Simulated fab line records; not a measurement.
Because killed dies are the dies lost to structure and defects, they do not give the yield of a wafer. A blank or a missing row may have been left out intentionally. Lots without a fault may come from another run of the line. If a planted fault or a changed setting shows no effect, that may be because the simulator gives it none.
Problem report in the 8D (eight disciplines) form, filled by code -- flow n5Finfet -- the parts of the form that need people (team, actions taken, sign-off) are left out

1. PROBLEM STATEMENT
Across 2 wafers from 2 lots, M11_THK at N5_BEOL_M11_THK_MEAS_53 averages 253.2 nm, while fault-free wafers read 137.3 nm with a standard deviation of 2.6. That puts it +45 standard deviations away from the usual mean.
The step: measures by xrf.
First observed at day 11 20:33: wafer L965.4, on filmMetro-02. At this step, 25 wafers from 9 lots have a number in the record. Rule for "out" (also "out of limits"): further than 4 standard deviations from the usual mean. Any other wafer with a number is counted as sound.

2. WHAT THIS IS AND IS NOT
question,is,is not
which readings at this step,M11_THK,-
which lots,"L965, L968","L957, L969, L972, L977, L978, L979, L980"
which wafers of those lots,"L965.4, L968.4","L965.5, L968.5"
read on which gauges,filmMetro-02,filmMetro-01
when,from day 11 20:33,"up to then (4 sound wafers); but 19 sound wafers of L968, L969, L972, L977, L978, L979, L980 came after"

3. WHAT RULES OUT EACH SUSPECT
Counting: any tool at a process step up to the reading remains a suspect provided it ran every lot that is out. Sound lots after the first of them don't rule it out here, since some wafers of a struck lot are sound.
- the gauge at N5_BEOL_M11_THK_MEAS_53 is ruled out. All the wafers that are out were read on filmMetro-02, but those of them that N5_BEOL_M11_CMP_52 has rows for are out there too, on other tools.
- pvdSputter-03 at N5_BEOL_M11_DEGAS_44 (time 60 s): kept. It processed each lot that is out (first: L965, day 11 19:06); up to then, its last sound lot is L957 (day 10 08:45).
- cmp-02 at N5_BEOL_M11_CMP_52 (polishes, stops on SiCOH lowk, t overpolish 7 s, target thk 140 nm): kept. It processed each lot that is out (first: L965, day 11 20:20); up to then, its last sound lot is L957 (day 10 09:58). On those wafers its own readings are out: barrierFieldEndpointS, overpolishRunS, timeToEndpointS.
Left after counting: pvdSputter-03 at N5_BEOL_M11_DEGAS_44, cmp-02 at N5_BEOL_M11_CMP_52.

4. THE CAUSE (what the simulator had put in)
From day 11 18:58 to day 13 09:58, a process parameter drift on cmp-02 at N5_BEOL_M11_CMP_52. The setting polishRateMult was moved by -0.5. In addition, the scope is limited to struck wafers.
This tool is one of the 2 suspects left after counting.

5. THE EFFECT CHAIN, in route order
One row per reading whose mean, taken over the struck wafers that have a number, lies over 3 standard deviations from the usual. Only readings for which the record gives a usual standard deviation are gone through. hours: the time from each lot's start at the first step in this table that gives one to its start at this step, as a median over the lots. sigmas: the change in usual standard deviations.
hours,step,reading,usual,on struck wafers,change,sigmas
0,N5_BEOL_M11_CMP_52,barrierFieldEndpointS,28.8 s,46.8,+18.0,+25
0,N5_BEOL_M11_CMP_52,overpolishRunS,7.000 s,0.039,-6.962,-99 or more
0,N5_BEOL_M11_CMP_52,timeToEndpointS,65.3 s,87.0,+21.7,+8.7
0,N5_BEOL_M11_THK_MEAS_53,M11_THK,137.3 nm,253.2,+115.9,+45
0,N5_BEOL_M11_INSPECT_58,rawDefectCount,72,1099,+1027,+54
38,N5_PASSIVATION_PROBE_49,defectLimitedYield,91.4 %,0.0,-91.4,-61
38,N5_PASSIVATION_PROBE_49,killed_at_M4_up,13,1092,+1080,+99 or more
38,N5_PASSIVATION_PROBE_49,killedDies,101,1180,+1079,+60
38,N5_PASSIVATION_PROBE_49,killedOnRim,13,152,+139,+35
38,N5_PASSIVATION_PROBE_49,sortNPass,1079,0,-1079,-60
38,N5_PASSIVATION_PROBE_49,sortYieldPct,91.4 %,0.0,-91.4,-61
It contains these process steps:
- N5_BEOL_M11_CMP_52: polishes, stops on SiCOH lowk, t overpolish 7 s, target thk 140 nm.
- N5_PASSIVATION_PROBE_49

6. HOW IT WOULD HAVE BEEN CAUGHT EARLIER
The first out-of-limits reading at a measuring or inspecting step in this record came at day 11 20:33, 2 hours after the fault's start at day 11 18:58.
At N5_BEOL_M11_CMP_52, the tool's own readings (barrierFieldEndpointS, overpolishRunS, timeToEndpointS) were out on each struck wafer the step has a row for, so an alarm limit on them would have fired on the first such wafer.
Of the lots that are out (2), L968 began N5_BEOL_M11_CMP_52 on cmp-02 after day 11 20:33. A tool hold placed at that time would have kept it from harm.
